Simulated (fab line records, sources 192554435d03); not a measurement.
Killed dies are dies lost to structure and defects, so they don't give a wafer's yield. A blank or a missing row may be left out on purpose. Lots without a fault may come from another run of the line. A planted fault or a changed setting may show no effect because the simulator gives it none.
Which tool did it? | flow n5_finfet | 15 lots, 45 wafers sampled, at 7 steps of a route of 1938

WHAT THE GAUGES READ, wafer by wafer
N5_BEOL_M4_CD_MEAS_18: pitch 36 nm, target cd 18 nm.
lot  | measured     | on        | cd_nm (nm)
L918 | day 7 17:35  | cd_sem-03 | 17.79 17.96 18.08
L919 | day 8 00:31  | cd_sem-03 | 17.51 18.04 17.88
L922 | day 8 06:32  | cd_sem-03 | 18.09 17.94 18.21
L923 | day 8 17:02  | cd_sem-02 | 18.04 17.40 17.79
L925 | day 9 08:40  | cd_sem-02 | 18.20 18.08 18.22
L929 | day 10 12:18 | cd_sem-03 | - - -
L931 | day 10 17:14 | cd_sem-03 | - - -
L932 | day 10 18:36 | cd_sem-01 | - - -
L935 | day 11 16:04 | cd_sem-01 | 17.91 18.26 18.32
L936 | day 12 08:01 | cd_sem-03 | 18.00 17.21 17.55
L937 | day 12 10:09 | cd_sem-02 | 18.12 18.11 17.90
L938 | day 12 13:05 | cd_sem-01 | 17.61 17.65 17.91
L939 | day 12 23:55 | cd_sem-03 | 17.32 17.84 17.68
L940 | day 13 00:53 | cd_sem-02 | 18.27 18.02 18.92
L941 | day 13 09:27 | cd_sem-03 | 17.69 18.00 17.60

N5_BEOL_M4_RC_MEAS_101.
lot  | measured     | on        | DIBL_N (mV/V)  | DIBL_P (mV/V)  | IOFF_N (nA/um)    | IOFF_P (nA/um)    | ION_N (uA/um) | ION_P (uA/um) | SS_N (mV/dec)  | SS_P (mV/dec)  | VT_N (mV)         | VT_P (mV)
L918 | day 7 23:52  | prober-02 | 35.7 35.3 35.8 | 35.0 35.4 34.5 | 0.134 0.138 0.142 | 0.193 0.200 0.189 | 674 667 685   | 457 464 461   | 71.2 71.4 71.5 | 72.5 72.0 72.8 | 250.6 248.9 250.2 | -250.8 -251.9 -252.8
L919 | day 8 08:29  | prober-01 | 35.7 36.7 35.8 | 35.7 36.6 35.5 | 0.152 0.157 0.149 | 0.207 0.215 0.198 | 677 676 664   | 464 468 460   | 71.3 71.8 71.7 | 73.3 73.8 74.5 | 249.9 249.4 251.1 | -250.3 -251.7 -249.5
L922 | day 8 18:59  | prober-02 | 35.9 34.8 36.2 | 35.7 34.6 35.7 | 0.146 0.130 0.145 | 0.173 0.158 0.171 | 668 665 664   | 450 448 456   | 71.1 70.9 70.9 | 73.6 73.4 73.4 | 250.3 251.9 248.6 | -254.6 -256.9 -255.1
L923 | day 8 22:37  | prober-01 | 34.9 34.0 33.9 | 34.8 33.9 33.5 | 0.137 0.129 0.126 | 0.224 0.204 0.202 | 657 661 660   | 464 463 466   | 70.6 70.9 71.0 | 72.8 72.6 72.7 | 254.1 256.0 249.6 | -246.3 -251.0 -251.1
L925 | day 9 16:14  | prober-01 | 37.1 36.5 36.7 | 38.8 37.6 38.3 | 0.171 0.168 0.163 | 0.237 0.222 0.237 | 675 674 675   | 466 463 464   | 72.0 71.3 71.5 | 73.4 73.5 73.5 | 248.3 247.9 249.0 | -246.5 -247.4 -246.5
L935 | day 12 04:40 | prober-01 | 37.4 37.3 37.6 | 37.4 37.3 37.9 | 0.165 0.157 0.167 | 0.216 0.215 0.225 | 673 661 669   | 456 459 466   | 72.4 72.3 71.7 | 73.7 73.1 73.4 | 249.8 250.2 250.1 | -250.1 -250.8 -247.8
L936 | day 12 13:58 | prober-02 | 36.0 34.9 35.9 | 38.0 37.0 38.0 | 0.171 0.152 0.169 | 0.222 0.204 0.232 | 670 670 677   | 463 466 467   | 71.5 71.0 71.0 | 73.3 72.7 73.0 | 250.0 250.4 249.7 | -248.7 -249.4 -247.9
L937 | day 12 16:26 | prober-01 | 36.9 37.9 37.3 | 37.3 38.5 37.8 | 0.160 0.186 0.171 | 0.221 0.218 0.209 | 665 686 677   | 459 461 460   | 71.8 71.9 71.3 | 73.4 73.7 73.5 | 252.5 247.3 247.6 | -247.9 -250.5 -250.5
L938 | day 12 20:07 | prober-01 | 36.3 37.1 36.7 | 36.7 38.9 37.9 | 0.151 0.177 0.158 | 0.195 0.230 0.207 | 665 673 665   | 456 466 453   | 71.5 71.9 72.0 | 73.4 74.6 74.0 | 249.9 247.2 250.0 | -251.6 -249.3 -247.9
L939 | day 13 15:49 | prober-01 | 39.8 39.0 38.5 | 41.7 41.0 39.3 | 0.233 0.208 0.171 | 0.282 0.272 0.232 | 702 686 672   | 480 467 463   | 72.2 72.0 71.9 | 74.6 74.7 73.8 | 243.9 247.7 251.6 | -246.3 -247.1 -249.3
L940 | day 13 09:25 | prober-01 | 32.6 34.9 34.2 | 33.7 35.5 34.8 | 0.128 0.152 0.143 | 0.168 0.209 0.188 | 670 677 679   | 469 471 467   | 71.4 71.3 71.7 | 72.8 73.7 73.1 | 252.5 249.9 251.6 | -250.6 -246.6 -253.1
L941 | day 13 20:34 | prober-02 | 37.5 36.8 38.2 | 37.3 37.3 38.1 | 0.160 0.155 0.175 | 0.168 0.173 0.183 | 675 675 691   | 452 458 461   | 72.1 70.9 71.8 | 73.6 73.6 73.1 | 248.8 248.2 247.3 | -257.4 -256.5 -256.1

WHICH TOOL RAN EACH LOT (tool, then ch and the chambers of the sampled wafers, then the start)
lot  | N5_BEOL_M3_SPUTTER_86        | N5_BEOL_M3_SPUTTER_88        | N5_BEOL_M4_ILD_DEP_00           | N5_BEOL_M4_HM_DEP_02         | N5_BEOL_M4_HM_OPEN_17
L918 | pvd_sputter-03, day 7 11:40  | pvd_sputter-03, day 7 11:53  | pecvd-03 ch 0,1,2, day 7 13:52  | pvd_sputter-02, day 7 16:31  | rie_metal-02 ch 0,1, day 7 17:25
L919 | pvd_sputter-01, day 7 20:22  | pvd_sputter-01, day 7 20:36  | pecvd-02 ch 0,1, day 7 22:41    | pvd_sputter-03, day 7 23:22  | rie_metal-03 ch 0,1, day 8 00:16
L922 | pvd_sputter-01, day 8 02:46  | pvd_sputter-01, day 8 03:02  | pecvd-03 ch 0,1,2, day 8 05:11  | pvd_sputter-01, day 8 05:25  | rie_metal-03 ch 0,1, day 8 06:21
L923 | pvd_sputter-02, day 8 13:22  | pvd_sputter-02, day 8 13:35  | pecvd-04 ch 0,1,2, day 8 15:35  | pvd_sputter-01, day 8 15:47  | rie_metal-03 ch 0,1, day 8 16:51
L925 | pvd_sputter-02, day 9 01:19  | pvd_sputter-02, day 9 01:32  | pecvd-04 ch 0,2, day 9 03:32    | pvd_sputter-02, day 9 07:27  | rie_metal-03 ch 0,1, day 9 08:29
L929 | pvd_sputter-01, day 10 08:40 | pvd_sputter-01, day 10 08:53 | pecvd-02 ch 0,1, day 10 11:02   | pvd_sputter-03, day 10 11:11 | rie_metal-03 ch 0,1, day 10 12:08
L931 | pvd_sputter-01, day 10 11:54 | pvd_sputter-01, day 10 12:07 | pecvd-03 ch 0,1,2, day 10 14:16 | pvd_sputter-03, day 10 16:17 | rie_metal-02 ch 0,1, day 10 17:05
L932 | pvd_sputter-01, day 10 15:00 | pvd_sputter-01, day 10 15:13 | pecvd-03 ch 0,1,2, day 10 17:13 | pvd_sputter-03, day 10 17:37 | rie_metal-03 ch 0,1, day 10 18:25
L935 | pvd_sputter-02, day 11 11:58 | pvd_sputter-02, day 11 12:11 | pecvd-04 ch 0,1, day 11 14:11   | pvd_sputter-01, day 11 14:59 | rie_metal-02 ch 0,1, day 11 15:53
L936 | pvd_sputter-02, day 12 04:40 | pvd_sputter-02, day 12 04:53 | pecvd-03 ch 0,1,2, day 12 06:53 | pvd_sputter-03, day 12 07:03 | rie_metal-02 ch 0,1, day 12 07:49
L937 | pvd_sputter-01, day 12 05:27 | pvd_sputter-01, day 12 05:40 | pecvd-02 ch 1,2, day 12 07:40   | pvd_sputter-02, day 12 09:02 | rie_metal-03 ch 0,1, day 12 09:58
L938 | pvd_sputter-03, day 12 08:32 | pvd_sputter-03, day 12 08:45 | pecvd-03 ch 0,2, day 12 10:53   | pvd_sputter-02, day 12 12:01 | rie_metal-01 ch 0,1, day 12 12:55
L939 | pvd_sputter-03, day 12 18:30 | pvd_sputter-03, day 12 18:43 | pecvd-02 ch 0,1, day 12 20:55   | pvd_sputter-03, day 12 22:25 | rie_metal-03 ch 1, day 12 23:42
L940 | pvd_sputter-03, day 12 21:14 | pvd_sputter-03, day 12 21:27 | pecvd-02 ch 1,2, day 12 23:28   | pvd_sputter-01, day 12 23:44 | rie_metal-03 ch 1, day 13 00:43
L941 | pvd_sputter-01, day 13 05:23 | pvd_sputter-01, day 13 05:37 | pecvd-02 ch 0,1, day 13 07:55   | pvd_sputter-02, day 13 08:22 | rie_metal-01 ch 0,1, day 13 09:17
- N5_BEOL_M3_SPUTTER_86: material Cu, target thk 4.5 nm, time 8.29 s.
- N5_BEOL_M3_SPUTTER_88: material Cu, target thk 4.5 nm, time 8.29 s.
- N5_BEOL_M4_ILD_DEP_00: deposits SiOC from DEMS/O2, target thk 79 nm, time 15.3 s.
- N5_BEOL_M4_HM_DEP_02: deposits TiN, target thk 20 nm.
- N5_BEOL_M4_HM_OPEN_17: chemistry Cl2/BCl3, target TiN, target depth 20 nm, overetch 6 nm.

WHAT THE TOOLS THEMSELVES READ (means of the sampled wafers that have a number; where no wafer has one, the mark that the record gives instead)
N5_BEOL_M3_SPUTTER_86.
lot  | tool           | chamber_pressure_pa (Pa) | susceptor_temp_C (C) | throttle_valve_pct (%)
L918 | pvd_sputter-03 | 0.06986                  | -19.95               | 29.9
L919 | pvd_sputter-01 | 0.07006                  | -20.06               | 30.2
L922 | pvd_sputter-01 | 0.06998                  | -20.10               | 30.0
L923 | pvd_sputter-02 | 0.06998                  | -20.01               | 29.8
L925 | pvd_sputter-02 | 0.06999                  | -19.93               | 30.0
L929 | pvd_sputter-01 | 0.06999                  | -19.95               | 30.1
L931 | pvd_sputter-01 | 0.06993                  | -19.99               | 29.9
L932 | pvd_sputter-01 | 0.06999                  | -19.93               | 30.5
L935 | pvd_sputter-02 | 0.07012                  | -19.86               | 29.9
L936 | pvd_sputter-02 | 0.06997                  | -19.97               | 30.1
L937 | pvd_sputter-01 | 0.07011                  | -20.03               | 30.0
L938 | pvd_sputter-03 | 0.06995                  | -19.90               | 28.8
L939 | pvd_sputter-03 | 0.07012                  | -19.95               | 30.3
L940 | pvd_sputter-03 | 0.07017                  | -20.07               | 30.4
L941 | pvd_sputter-01 | 0.07000                  | -20.03               | 30.1

N5_BEOL_M3_SPUTTER_88.
lot  | tool           | chamber_pressure_pa (Pa) | susceptor_temp_C (C) | throttle_valve_pct (%)
L918 | pvd_sputter-03 | 0.07                     | -19.99               | 29.7
L919 | pvd_sputter-01 | 0.07                     | -19.95               | 30.4
L922 | pvd_sputter-01 | 0.07                     | -20.16               | 30.1
L923 | pvd_sputter-02 | 0.07                     | -19.94               | 29.7
L925 | pvd_sputter-02 | 0.07                     | -20.05               | 29.8
L929 | pvd_sputter-01 | 0.07                     | -20.04               | 30.2
L931 | pvd_sputter-01 | 0.07                     | -19.98               | 30.0
L932 | pvd_sputter-01 | 0.07                     | -19.95               | 30.2
L935 | pvd_sputter-02 | 0.07                     | -20.17               | 29.8
L936 | pvd_sputter-02 | 0.07                     | -19.95               | 30.2
L937 | pvd_sputter-01 | 0.07                     | -20.03               | 29.9
L938 | pvd_sputter-03 | 0.07                     | -19.98               | 28.8
L939 | pvd_sputter-03 | 0.07                     | -19.99               | 30.5
L940 | pvd_sputter-03 | 0.07                     | -20.01               | 30.4
L941 | pvd_sputter-01 | 0.07                     | -19.99               | 30.1

N5_BEOL_M4_ILD_DEP_00.
lot  | tool     | chamber_pressure_Torr (Torr) | heater_power_outer_w (W) | heater_power_w (W) | showerhead_plenum_p_Torr (Torr) | susceptor_temp_C (C) | throttle_valve_pct (%)
L918 | pecvd-03 | 4.995                        | 272                      | 555                | 5.692                           | 349.91               | 11.5
L919 | pecvd-02 | 4.985                        | 232                      | 465                | 5.686                           | 349.98               | 12.7
L922 | pecvd-03 | 5.002                        | 289                      | 576                | 5.696                           | 349.97               | 11.6
L923 | pecvd-04 | 5.011                        | 228                      | 449                | 5.715                           | 349.73               | 11.5
L925 | pecvd-04 | 4.997                        | 193                      | 368                | 5.698                           | 349.85               | 11.2
L929 | pecvd-02 | 5.008                        | 243                      | 482                | 5.688                           | 350.14               | 12.7
L931 | pecvd-03 | 5.005                        | 324                      | 612                | 5.690                           | 350.03               | 11.5
L932 | pecvd-03 | 5.011                        | 306                      | 594                | 5.691                           | 350.16               | 11.6
L935 | pecvd-04 | 5.014                        | 239                      | 479                | 5.706                           | 349.88               | 11.7
L936 | pecvd-03 | 5.002                        | 281                      | 553                | 5.702                           | 350.11               | 11.7
L937 | pecvd-02 | 4.990                        | 356                      | 595                | 5.684                           | 349.98               | 11.4
L938 | pecvd-03 | 5.007                        | 284                      | 536                | 5.691                           | 350.23               | 11.1
L939 | pecvd-02 | 5.008                        | 237                      | 471                | 5.689                           | 350.09               | 12.7
L940 | pecvd-02 | 5.002                        | 345                      | 600                | 5.697                           | 349.97               | 11.9
L941 | pecvd-02 | 4.991                        | 248                      | 484                | 5.690                           | 349.90               | 12.6

N5_BEOL_M4_HM_DEP_02.
lot  | tool           | chamber_pressure_pa (Pa) | substrate_temp_c (C) | susceptor_temp_C (C) | throttle_valve_pct (%)
L918 | pvd_sputter-02 | 0.5006                   | 24.95                | 25.04                | 29.7
L919 | pvd_sputter-03 | 0.4994                   | 24.87                | 24.97                | 29.3
L922 | pvd_sputter-01 | 0.5010                   | 24.94                | 25.01                | 30.3
L923 | pvd_sputter-01 | 0.4996                   | 25.02                | 25.05                | 30.2
L925 | pvd_sputter-02 | 0.4994                   | 25.13                | 25.05                | 29.3
L929 | pvd_sputter-03 | -                        | -                    | -                    | -
L931 | pvd_sputter-03 | -                        | -                    | -                    | -
L932 | pvd_sputter-03 | -                        | -                    | -                    | -
L935 | pvd_sputter-01 | 0.4986                   | 25.09                | 24.87                | 29.6
L936 | pvd_sputter-03 | 0.4996                   | 25.02                | 25.11                | 29.5
L937 | pvd_sputter-02 | 0.5000                   | 25.03                | 24.94                | 29.3
L938 | pvd_sputter-02 | 0.4991                   | 24.93                | 24.96                | 29.4
L939 | pvd_sputter-03 | 0.5006                   | 25.02                | 24.92                | 29.5
L940 | pvd_sputter-01 | 0.4997                   | 25.05                | 25.11                | 30.2
L941 | pvd_sputter-02 | 0.4992                   | 24.96                | 24.99                | 30.4

N5_BEOL_M4_HM_OPEN_17.
lot  | tool         | drypump_motor_current_A (A) | oes_product_au (a.u.) | throttle_valve_pct (%)
L918 | rie_metal-02 | 5.66                        | 0.64                  | 22.24
L919 | rie_metal-03 | 5.40                        | 0.76                  | 22.12
L922 | rie_metal-03 | 5.40                        | 0.76                  | 22.11
L923 | rie_metal-03 | 5.41                        | 0.68                  | 22.26
L925 | rie_metal-03 | 5.39                        | 0.66                  | 22.26
L929 | rie_metal-03 | 5.40                        | 0.29                  | 22.92
L931 | rie_metal-02 | 5.66                        | 0.33                  | 22.81
L932 | rie_metal-03 | 5.40                        | 0.31                  | 22.79
L935 | rie_metal-02 | 5.67                        | 0.73                  | 22.19
L936 | rie_metal-02 | 5.45                        | 0.77                  | 22.00
L937 | rie_metal-03 | 5.39                        | 0.64                  | 22.27
L938 | rie_metal-01 | 5.42                        | 0.65                  | 22.25
L939 | rie_metal-03 | 5.45                        | 0.76                  | 22.02
L940 | rie_metal-03 | 5.40                        | 0.74                  | 22.02
L941 | rie_metal-01 | 5.43                        | 0.65                  | 22.25

THE ANSWER, worked out from the rows above alone
Rule: what is usual is taken from the lots themselves. Put in order of their means at a reading, lots are off if they are a third of the lots or fewer, leave a main group of 4 or more, and stand apart from it by a gap of 3 or more times the standard deviation of the main group's means; of several such gaps the widest counts. A main group whose means are all the same, to the digits that the tables above print for the reading, isn't used. A lot without any number at a reading at which 4 lots or more have one is off too. The other lots that the step has rows for count as sound. The gauges are gone through in route order, then the tools' own readings, and for those a lot's mean is taken as printed above. The first step at which some lot is off is used, and at that step the reading that is off furthest; a lot without a number counts as furthest.
Off: L929, L931, L932, at N5_BEOL_M4_CD_MEAS_18 (cd_nm). Without a number there: L929, L931, L932. The main group: mean 17.92 nm, standard deviation 0.24.
A tool fits if, at a process step before that reading, it ran every lot that is off, and no sound lot after the first of them. The gauges at N5_BEOL_M4_CD_MEAS_18 aren't tried: what is off there is off at N5_BEOL_M4_HM_DEP_02 too, on other tools, and a gauge's error can't cause that. None of those tried fits.

WHAT THE SIMULATOR HAD PUT IN
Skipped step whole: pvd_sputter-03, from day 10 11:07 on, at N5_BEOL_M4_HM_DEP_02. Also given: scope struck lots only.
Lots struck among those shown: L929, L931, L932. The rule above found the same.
